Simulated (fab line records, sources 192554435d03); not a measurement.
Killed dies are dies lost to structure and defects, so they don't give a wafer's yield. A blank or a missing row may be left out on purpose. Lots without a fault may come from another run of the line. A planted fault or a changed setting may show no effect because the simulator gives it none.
fab line records | flow n5_finfet | part 2 of 2: steps 20 to 26 of 26
record lots=5 wafers=15 last_day=18
route steps=1938 shown BEOL_M0_SAQP@672
lots that met no fault: from a run of the same line without faults
start_h: hours from the record's first day to the start of the lot's first wafer shown | wait_h: hours since the lot's step before | " the same as in the row above | L1.1+2: a row that stands for several wafers | - no value, or no start given | * or withheld: withheld | < > ~ a bound
route shown NAME@n: a module of which the file shows steps, and the number in the route of the first | usual: mean/standard deviation of fault-free wafers | same: alike in all rows | chamber/n: place in a boat | sites: the reading at each site | _std_site: their standard deviation | _edge_site: outer sites' mean less inner sites' | radius_mm: how far each site lies from the wafer's centre | mask NAME#n: copy n | behind: the tool/chamber that last shaped the wafer | hold: why the lot was held/for how many hours/how that ended | device: the transistor (n, p or np) that didn't switch | end of line: the same wafers' tests at the end of the route | a step without rows: its recipe alone | killed: dies lost to structure and defects at the first sort, not the wafer's yield | map: a wafer's dies, x killed, . not, _ none there
set.NAME: the setting as run; set.NAME@STEP: as run at that earlier step | model.NAME: the simulator's own value behind a step, which no gauge read
lots at some steps of the route; a table a step, a row a wafer
services: from which hour (start_h, from the record's first day; less than 0 if before it) a tool's chamber was out of use, for how many hours, and why
## steps
# step N5_BEOL_M0_SAQP_INSPECT_42
# recipe mode=adi inspect_instrument=brightfield
# usual raw_defect_count=265/72
# columns lot.wafer tool chamber start_h wait_h raw_defect_count
L079.2 defect_inspect-02 - 151.87 0.0 284
L079.4 " - " " 326
L079.6 " - " " 329
L082.1 defect_inspect-01 - 159.90 0.1 230
L082.4 " - " " 298
L082.5 " - " " 233
L087.1 defect_inspect-02 - 188.94 0.1 271
L087.3 " - " " 267
L087.5 " - " " 310
L094.2 defect_inspect-02 - 245.22 0.0 528
L094.4 " - " " 307
L094.5 " - " " 355
L096.2 defect_inspect-01 - 246.11 0.0 334
L096.3 " - " " 373
L096.6 " - " " 213
# step N5_BEOL_M0_SAQP_DESCUM_45
# recipe chemistry=O2 time_s=7 source_power_w=50 bias_power_w=20 pressure_mtorr=20 rf_frequency_hz=2.712e+07 temp_c=40 resist=CAR-EUV o2_flow_sccm=225
# usual drypump_motor_current_A=5.8/0.42 oes_product_au=0.79/0.078 rf_vpp_V=243.6/1.4 showerhead_plenum_p_Torr=2.13/0.068 throttle_valve_pct=20.4/0.32
# columns lot.wafer tool chamber start_h wait_h drypump_motor_current_A oes_product_au rf_hours_counter_h rf_vpp_V showerhead_plenum_p_Torr throttle_valve_pct
L079.2 rie_diel-04 3 151.90 0.0 5.7 0.70 241 244.6 2.16 20.3
L079.4 " 1 " " 6.3 0.75 180 243.3 2.17 20.1
L079.6 " 3 " " 5.7 0.70 - 243.9 2.16 20.3
L082.1 rie_diel-03 2 160.01 0.1 5.0 0.81 96 243.6 2.12 20.6
L082.4 " 3 " " 5.7 0.90 26 244.9 2.23 20.2
L082.5 " 0 " " 5.9 0.77 - 242.7 2.09 20.4
L087.1 rie_diel-04 1 188.97 0.0 6.3 0.73 193 244.4 2.16 20.1
L087.3 " 0 " " 5.6 0.72 185 241.7 2.08 20.8
L087.5 " 2 " " 5.7 0.72 - 244.4 2.19 20.8
L094.2 rie_diel-04 3 245.25 0.0 5.7 0.96 14 243.0 2.15 19.9
L094.4 " 2 " " 5.7 0.71 172 244.9 2.19 20.9
L094.5 " 0 " " 5.6 0.70 - 241.4 2.07 20.8
L096.2 rie_diel-03 2 246.14 0.0 5.0 0.79 122 243.6 2.11 20.7
L096.3 " 0 " " 5.9 0.74 181 243.1 2.08 20.5
L096.6 " 1 " " 6.0 0.73 - 241.8 1.99 20.6
# step N5_BEOL_M0_SAQP_ETCH_88
# recipe chemistry=N2/H2 target=underlayer target_depth_a=65 time_s=5.2 ion_energy_ev=200 mask_material=CAR-EUV pressure_mtorr=30 source_w=840 bias_w=150 n2_flow_sccm=200 h2_flow_sccm=200 ends=cleared
# usual drypump_motor_current_A=5.8/0.42 etch_rf_on_time_s=5.22/0.11 oes_product_au=0.67/0.069 rf_vpp_V=525.1/2.5 showerhead_plenum_p_Torr=2.58/0.083 throttle_valve_pct=17.80/0.23
# columns lot.wafer tool chamber start_h wait_h drypump_motor_current_A etch_rf_on_time_s oes_product_au rf_hours_counter_h rf_vpp_V showerhead_plenum_p_Torr throttle_valve_pct
L079.2 rie_diel-04 3 151.94 0.0 5.7 5.16 0.60 241 526.5 2.63 17.74
L079.4 " 1 " " 6.3 5.32 0.63 180 526.4 2.64 17.55
L079.6 " 3 " " 5.7 5.14 0.61 - 524.5 2.63 17.79
L082.1 rie_diel-03 2 160.04 0.0 5.0 5.31 0.68 96 522.3 2.55 17.82
L082.4 " 3 " " 5.7 5.16 0.77 26 528.8 2.70 17.58
L082.5 " 0 " " 5.9 5.28 0.65 - 521.9 2.54 17.91
L087.1 rie_diel-04 1 189.01 0.0 6.3 5.26 0.62 193 526.6 2.64 17.58
L087.3 " 0 " " 5.6 5.27 0.62 185 523.7 2.51 18.05
L087.5 " 2 " " 5.7 5.09 0.62 - 523.4 2.63 18.06
L094.2 rie_diel-04 3 245.29 0.0 5.7 4.88 0.85 14 526.4 2.62 17.37
L094.4 " 2 " " 5.7 5.25 0.60 172 528.1 2.62 18.09
L094.5 " 0 " " 5.6 5.25 0.61 - 520.8 2.50 18.06
L096.2 rie_diel-03 2 246.17 0.0 5.0 5.33 0.66 122 523.2 2.54 17.89
L096.3 " 0 " " 5.9 5.28 0.63 181 523.1 2.53 17.96
L096.6 " 1 " " 6.0 5.30 0.62 - 521.1 2.41 17.96
# step N5_BEOL_M0_SAQP_ETCH_73
# recipe chemistry=CF4 target=SiARC target_depth_a=195 mask_material=CAR-EUV time_s=32.5 ion_energy_ev=80 pressure_mtorr=40 source_w=545 bias_w=36 Ar_flow_sccm=100 cf4_flow_sccm=100 ends=cleared
# usual cf4_flow_sccm=100.0/0.3 drypump_motor_current_A=5.8/0.42 etch_rf_on_time_s=32.7/0.69 mfc_ar_sccm=100.1/0.32 oes_product_au=0.67/0.07 rf_vpp_V=184.5/1.2 showerhead_plenum_p_Torr=2.18/0.064 throttle_valve_pct=15.58/0.29
# columns lot.wafer tool chamber start_h wait_h cf4_flow_sccm drypump_motor_current_A etch_rf_on_time_s mfc_ar_sccm oes_product_au rf_hours_counter_h rf_vpp_V showerhead_plenum_p_Torr throttle_valve_pct
L079.2 rie_diel-04 3 151.95 0.0 100.3 5.7 31.8 100.2 0.60 241 184.8 2.19 15.46
L079.4 " 1 " " 100.0 6.3 33.2 100.2 0.64 180 185.3 2.22 15.39
L079.6 " 3 " " 100.2 5.7 32.1 100.5 0.61 - 187.3 2.19 15.47
L082.1 rie_diel-03 2 160.06 0.0 100.0 5.0 33.3 100.4 0.69 96 183.4 2.16 15.71
L082.4 " 3 " " 99.6 5.7 32.4 100.1 0.78 26 186.1 2.27 15.27
L082.5 " 0 " " 100.4 5.9 33.4 99.7 0.65 - 185.2 2.14 15.65
L087.1 rie_diel-04 1 189.02 0.0 100.5 6.3 32.9 100.2 0.62 193 184.4 2.21 15.40
L087.3 " 0 " " 100.2 5.6 33.0 99.8 0.62 185 182.9 2.13 15.95
L087.5 " 2 " " 99.8 5.7 32.4 99.9 0.63 - 186.6 2.22 15.95
L094.2 rie_diel-04 3 245.30 0.0 99.7 5.7 31.1 99.8 0.83 14 185.1 2.18 15.00
L094.4 " 2 " " 100.3 5.7 33.0 99.9 0.61 172 185.3 2.22 15.98
L094.5 " 0 " " 99.5 5.6 33.5 100.3 0.60 - 182.9 2.12 15.96
L096.2 rie_diel-03 2 246.19 0.0 99.6 5.0 33.4 100.2 0.66 122 184.4 2.15 15.76
L096.3 " 0 " " 100.1 5.9 33.5 100.6 0.63 181 184.9 2.14 15.70
L096.6 " 1 " " 100.1 6.0 33.0 100.6 0.62 - 182.7 2.04 15.80
# step N5_BEOL_M0_SAQP_CUT_ETCH_46
# recipe chemistry=N2/H2 target=SOC target_depth_a=1350 overetch_a=270 temp_c=40 time_s=202.5 ion_energy_ev=200 mask_material=SiARC pressure_mtorr=30 source_w=840 bias_w=150 n2_flow_sccm=200 h2_flow_sccm=200
# usual drypump_motor_current_A=5.8/0.42 rf_vpp_V=525.1/2.3 showerhead_plenum_p_Torr=2.58/0.083 throttle_valve_pct=17.76/0.23
# columns lot.wafer tool chamber start_h wait_h drypump_motor_current_A rf_hours_counter_h rf_vpp_V showerhead_plenum_p_Torr throttle_valve_pct
L079.2 rie_diel-04 3 151.98 0.0 5.7 241 526.8 2.63 17.73
L079.4 " 1 " " 6.3 180 527.9 2.64 17.51
L079.6 " 3 " " 5.7 - 526.7 2.63 17.72
L082.1 rie_diel-03 2 160.09 0.0 5.0 96 525.7 2.55 17.77
L082.4 " 3 " " 5.6 26 527.1 2.70 17.49
L082.5 " 0 " " 5.9 - 524.6 2.54 17.83
L087.1 rie_diel-04 1 189.06 0.0 6.3 193 525.1 2.64 17.54
L087.3 " 0 " " 5.6 185 524.5 2.51 18.02
L087.5 " 2 " " 5.7 - 527.1 2.63 18.02
L094.2 rie_diel-04 3 245.34 0.0 5.7 14 526.7 2.62 17.32
L094.4 " 2 " " 5.7 172 525.8 2.62 18.06
L094.5 " 0 " " 5.6 - 522.1 2.50 18.04
L096.2 rie_diel-03 2 246.22 0.0 5.0 122 524.5 2.54 17.83
L096.3 " 0 " " 5.9 181 523.4 2.53 17.89
L096.6 " 1 " " 6.0 - 520.2 2.41 17.92
# step N5_BEOL_M0_SAQP_STRIP_74
# recipe chemistry=N2/H2 temp_c=40 n2_flow_sccm=200 h2_flow_sccm=200 rf_frequency_hz=6e+07
# columns lot.wafer tool chamber start_h wait_h
L079.2+4+6 rie_diel-04 3,1,3 152.14 0.1
L082.1+4+5 rie_diel-03 2,3,0 160.25 0.1
L087.1+3+5 rie_diel-04 1,0,2 189.21 0.1
L094.2+4+5 rie_diel-04 3,2,0 245.49 0.1
L096.2+3+6 rie_diel-03 2,0,1 246.38 0.1
# step N5_BEOL_M0_SAQP_STRIP_89
# recipe chemistry=N2/H2 temp_c=40 n2_flow_sccm=200 h2_flow_sccm=200 rf_frequency_hz=6e+07
# columns lot.wafer tool chamber start_h wait_h
L079.2+4+6 rie_diel-04 3,1,3 152.15 0.0
L082.1+4+5 rie_diel-03 2,3,0 160.26 0.0
L087.1+3+5 rie_diel-04 1,0,2 189.22 0.0
L094.2+4+5 rie_diel-04 3,2,0 245.50 0.0
L096.2+3+6 rie_diel-03 2,0,1 246.39 0.0
## services
# columns tool chamber start_h hours kind
euv_scanner-01 - 132.34 4.6 pm
euv_scanner-02 - 145.65 4.6 pm
euv_scanner-01 - 156.51 1.0 pm
rie_diel-03 - 163.99 0.5 repair
rie_diel-03 2 175.88 5.3 repair
ald_sin-04 - 176.75 14.0 pm
ald_sin-04 0 176.75 14.0 vent_cycle
ald_sin-04 1 176.75 14.0 vent_cycle
ald_sin-04 2 176.75 14.0 vent_cycle
ald_sin-04 3 176.75 14.0 vent_cycle
rie_diel-04 3 179.20 - clean
rie_diel-04 3 179.20 - consumable_replace:focus_ring
rie_diel-04 3 179.20 17.8 scheduled_down
rie_diel-04 3 179.20 17.8 vent_cycle
rie_diel-02 3 190.09 4.6 repair
ald_sin-04 0 190.75 - clean
euv_scanner-02 - 204.27 1.0 pm
rie_si-03 1 205.65 - clean
rie_si-03 1 205.65 16.1 scheduled_down
rie_si-03 1 205.65 16.1 vent_cycle
euv_scanner-01 - 212.17 0.6 repair
ald_sin-04 3 217.49 9.3 repair
euv_scanner-02 - 223.09 0.4 repair
rie_diel-03 0 236.50 2.5 repair
